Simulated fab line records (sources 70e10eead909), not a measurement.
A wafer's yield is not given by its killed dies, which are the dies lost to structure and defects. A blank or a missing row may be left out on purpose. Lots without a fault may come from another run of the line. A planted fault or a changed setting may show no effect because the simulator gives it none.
Check for tools in common || flow nand harc || 14 lots, 42 wafers sampled

## REASON IT WAS OPENED
On 3 of the 14 lots, a flag is raised at NHARC_A_M0_CD_MEAS_09 on the reading cd nm. Wafers without a fault read 80.3 nm, standard deviation 0.76.
Rule: a lot is flagged in two cases, either no wafer of it has a number, or all its wafers with numbers fall more than 4 standard deviations from that mean. All remaining lots are regarded as sound.

{"lot": "L722", "measured": "day 18 09:15", "on": "cd sem-01", "cd nm (nm), wafer by wafer": "81.1 81.0 81.4", "flag": ""}
{"lot": "L723", "measured": "day 18 15:13", "on": "cd sem-02", "cd nm (nm), wafer by wafer": "80.6 82.0 80.6", "flag": ""}
{"lot": "L724", "measured": "day 18 15:22", "on": "cd sem-02", "cd nm (nm), wafer by wafer": "80.7 79.9 81.1", "flag": ""}
{"lot": "L726", "measured": "day 19 15:10", "on": "cd sem-01", "cd nm (nm), wafer by wafer": "81.7 82.5 81.7", "flag": ""}
{"lot": "L725", "measured": "day 19 15:59", "on": "cd sem-02", "cd nm (nm), wafer by wafer": "80.8 81.2 80.2", "flag": ""}
{"lot": "L727", "measured": "day 19 22:05", "on": "cd sem-01", "cd nm (nm), wafer by wafer": "80.6 80.2 79.6", "flag": ""}
{"lot": "L728", "measured": "day 20 01:38", "on": "cd sem-03", "cd nm (nm), wafer by wafer": "80.2 82.0 81.2", "flag": ""}
{"lot": "L729", "measured": "day 20 02:17", "on": "cd sem-02", "cd nm (nm), wafer by wafer": "79.7 79.9 80.3", "flag": ""}
{"lot": "L737", "measured": "day 23 09:50", "on": "cd sem-03", "cd nm (nm), wafer by wafer": "70.2 69.9 70.3", "flag": "FLAGGED"}
{"lot": "L738", "measured": "day 23 17:01", "on": "cd sem-02", "cd nm (nm), wafer by wafer": "70.8 70.8 69.9", "flag": "FLAGGED"}
{"lot": "L743", "measured": "day 23 17:19", "on": "cd sem-03", "cd nm (nm), wafer by wafer": "80.2 80.8 79.9", "flag": ""}
{"lot": "L741", "measured": "day 23 23:37", "on": "cd sem-01", "cd nm (nm), wafer by wafer": "80.4 80.4 80.2", "flag": ""}
{"lot": "L734", "measured": "day 24 06:59", "on": "cd sem-02", "cd nm (nm), wafer by wafer": "72.8 72.9 72.9", "flag": "FLAGGED"}
{"lot": "L744", "measured": "day 24 09:20", "on": "cd sem-03", "cd nm (nm), wafer by wafer": "79.3 80.8 79.5", "flag": ""}
Average over the flagged lots: 71.2 nm; offset from the usual -9.1 nm, equal to -12 standard deviations.

## EACH LOT AND THE TOOL IT RAN ON
Before the reading, the record contains 2 process steps out of a 1159-step route. In each cell: the tool, then ch and the chambers that the sampled wafers went through, then the start.
{"lot": "L722", "flag": "", "NHARC_A_BLC_PVD_32": "pvd sputter-01, day 18 09:10 or earlier", "NHARC_A_M0_PEB_07": "litho track-04 ch 0, day 18 09:10"}
{"lot": "L723", "flag": "", "NHARC_A_BLC_PVD_32": "pvd sputter-01, day 18 15:08 or earlier", "NHARC_A_M0_PEB_07": "litho track-06 ch 0, day 18 15:08"}
{"lot": "L724", "flag": "", "NHARC_A_BLC_PVD_32": "pvd sputter-03, day 18 15:17 or earlier", "NHARC_A_M0_PEB_07": "litho track-06 ch 0, day 18 15:17"}
{"lot": "L726", "flag": "", "NHARC_A_BLC_PVD_32": "pvd sputter-02, day 19 15:05 or earlier", "NHARC_A_M0_PEB_07": "litho track-06 ch 0, day 19 15:05"}
{"lot": "L725", "flag": "", "NHARC_A_BLC_PVD_32": "pvd sputter-02, day 19 15:54 or earlier", "NHARC_A_M0_PEB_07": "litho track-04 ch 0, day 19 15:54"}
{"lot": "L727", "flag": "", "NHARC_A_BLC_PVD_32": "pvd sputter-03, day 19 22:00 or earlier", "NHARC_A_M0_PEB_07": "litho track-04 ch 0, day 19 22:00"}
{"lot": "L728", "flag": "", "NHARC_A_BLC_PVD_32": "pvd sputter-02, day 20 01:34 or earlier", "NHARC_A_M0_PEB_07": "litho track-06 ch 0, day 20 01:34"}
{"lot": "L729", "flag": "", "NHARC_A_BLC_PVD_32": "pvd sputter-03, day 20 02:12 or earlier", "NHARC_A_M0_PEB_07": "litho track-01 ch 0, day 20 02:12"}
{"lot": "L737", "flag": "FLAGGED", "NHARC_A_BLC_PVD_32": "pvd sputter-02, day 23 09:46 or earlier", "NHARC_A_M0_PEB_07": "litho track-01 ch 0, day 23 09:46"}
{"lot": "L738", "flag": "FLAGGED", "NHARC_A_BLC_PVD_32": "pvd sputter-03, day 23 16:56 or earlier", "NHARC_A_M0_PEB_07": "litho track-01 ch 0, day 23 16:56"}
{"lot": "L743", "flag": "", "NHARC_A_BLC_PVD_32": "pvd sputter-02, day 23 17:14 or earlier", "NHARC_A_M0_PEB_07": "litho track-06 ch 0, day 23 17:14"}
{"lot": "L741", "flag": "", "NHARC_A_BLC_PVD_32": "pvd sputter-03, day 23 23:32 or earlier", "NHARC_A_M0_PEB_07": "litho track-06 ch 0, day 23 23:32"}
{"lot": "L734", "flag": "FLAGGED", "NHARC_A_BLC_PVD_32": "pvd sputter-02, day 24 06:55 or earlier", "NHARC_A_M0_PEB_07": "litho track-01 ch 0, day 24 06:55"}
{"lot": "L744", "flag": "", "NHARC_A_BLC_PVD_32": "pvd sputter-02, day 24 09:15 or earlier", "NHARC_A_M0_PEB_07": "litho track-06 ch 0, day 24 09:15"}
What these steps do:
- NHARC_A_BLC_PVD_32: deposits Ti, target thk 5 nm, time 17.7 s.
- NHARC_A_M0_PEB_07: peb time 65 s.
- NHARC_A_M0_CD_MEAS_09: target cd 80 nm.

## FLAGGED OVER TOTAL, TOOL BY TOOL (the gauges that took the reading come last)
{"step": "NHARC_A_BLC_PVD_32", "tool": "pvd sputter-01", "lots run": 2, "flagged": 0, "share of the flagged lots": "none", "sound lots run after its first flagged lot": "-"}
{"step": "NHARC_A_BLC_PVD_32", "tool": "pvd sputter-02", "lots run": 7, "flagged": 2, "share of the flagged lots": "some", "sound lots run after its first flagged lot": "2 (L743,L744)"}
{"step": "NHARC_A_BLC_PVD_32", "tool": "pvd sputter-03", "lots run": 5, "flagged": 1, "share of the flagged lots": "some", "sound lots run after its first flagged lot": "1 (L741)"}
{"step": "NHARC_A_M0_PEB_07", "tool": "litho track-01", "lots run": 4, "flagged": 3, "share of the flagged lots": "all", "sound lots run after its first flagged lot": 0}
{"step": "NHARC_A_M0_PEB_07", "tool": "litho track-04", "lots run": 3, "flagged": 0, "share of the flagged lots": "none", "sound lots run after its first flagged lot": "-"}
{"step": "NHARC_A_M0_PEB_07", "tool": "litho track-06", "lots run": 7, "flagged": 0, "share of the flagged lots": "none", "sound lots run after its first flagged lot": "-"}
{"step": "NHARC_A_M0_CD_MEAS_09", "tool": "cd sem-01", "lots run": 4, "flagged": 0, "share of the flagged lots": "none", "sound lots run after its first flagged lot": "-"}
{"step": "NHARC_A_M0_CD_MEAS_09", "tool": "cd sem-02", "lots run": 6, "flagged": 2, "share of the flagged lots": "some", "sound lots run after its first flagged lot": 0}
{"step": "NHARC_A_M0_CD_MEAS_09", "tool": "cd sem-03", "lots run": 4, "flagged": 1, "share of the flagged lots": "some", "sound lots run after its first flagged lot": "2 (L743,L744)"}
With no start given for some of its lots, NHARC_A_BLC_PVD_32 uses the hours and lot order of NHARC_A_M0_PEB_07.

## WHAT THE TABLE ALLOWS
Rows of the table that ran each flagged lot: 1, that is litho track-01 at NHARC_A_M0_PEB_07.
- litho track-01 at NHARC_A_M0_PEB_07 ran 4 lots, 3 of them flagged. Last sound lot L729 at day 20 02:12, first flagged lot L737 at day 23 09:46; a fault beginning in between fits. Its own readings (heater power total W, plate temp C) fall more than 4 standard deviations out on all wafers of the flagged lots.
What remains is a single tool, litho track-01 at NHARC_A_M0_PEB_07.

## WHAT THE SIMULATOR HAD INSERTED
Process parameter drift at NHARC_A_M0_PEB_07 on litho track-01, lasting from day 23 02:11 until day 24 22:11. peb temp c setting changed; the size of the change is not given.
Struck lots among those shown: L737, L738, L734. The rule above found the same.
